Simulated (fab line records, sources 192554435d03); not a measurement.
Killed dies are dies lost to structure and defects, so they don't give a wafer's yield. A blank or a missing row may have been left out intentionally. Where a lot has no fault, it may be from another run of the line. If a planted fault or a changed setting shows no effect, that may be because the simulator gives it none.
Chamber matching -- flow n5_finfet -- N5_FIN_CUT_ETCH_21 on rie_diel-03: 4 sister chambers
The step etches SOC in N2/H2, target depth 219 nm, overetch 43.8 nm, time 523.5 s. 4 wafers are shown with their chamber, then 9 later ones without.

WAFERS WITH THEIR CHAMBER
wafer,chamber,drypump_motor_current_A (A)
L086.5,2,5.7
L093.2,1,5.7
L093.4,3,6.3
L093.5,0,6.2

WAFERS MISSING THEIR CHAMBER
wafer,drypump_motor_current_A (A)
L095.1,6.3
L095.4,6.2
L095.5,6.3
L096.2,6.2
L096.4,6.3
L096.6,6.2
L097.4,5.7
L097.5,6.2
L097.6,6.4

EACH ONE'S CHAMBER
wafer,from the rows above,in truth
L095.1,3,3
L095.4,0,0
L095.5,3,3
L096.2,0,0
L096.4,3,3
L096.6,0,0
L097.4,can't be placed: 1 or 2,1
L097.5,0,0
L097.6,3,3
Correct placement for 8 of the 9. From these rows, 1 cannot be placed; in 1 the true chamber is one of the candidates. 0 placed wrongly.
How it was worked out, from the rows above alone: a wafer's distance from a chamber is the root of the sum, over the readings, of the square of ((its reading less the chamber's mean) divided by the reading's scatter). If the next closest chamber is less than 2 further off than the closest, the wafer can't be placed; otherwise it belongs to the closest. Each chamber's mean is taken over the wafers shown for it. The scatter: root of mean squared gap, hidden wafer to nearest shown wafer, with one shown wafer a chamber.
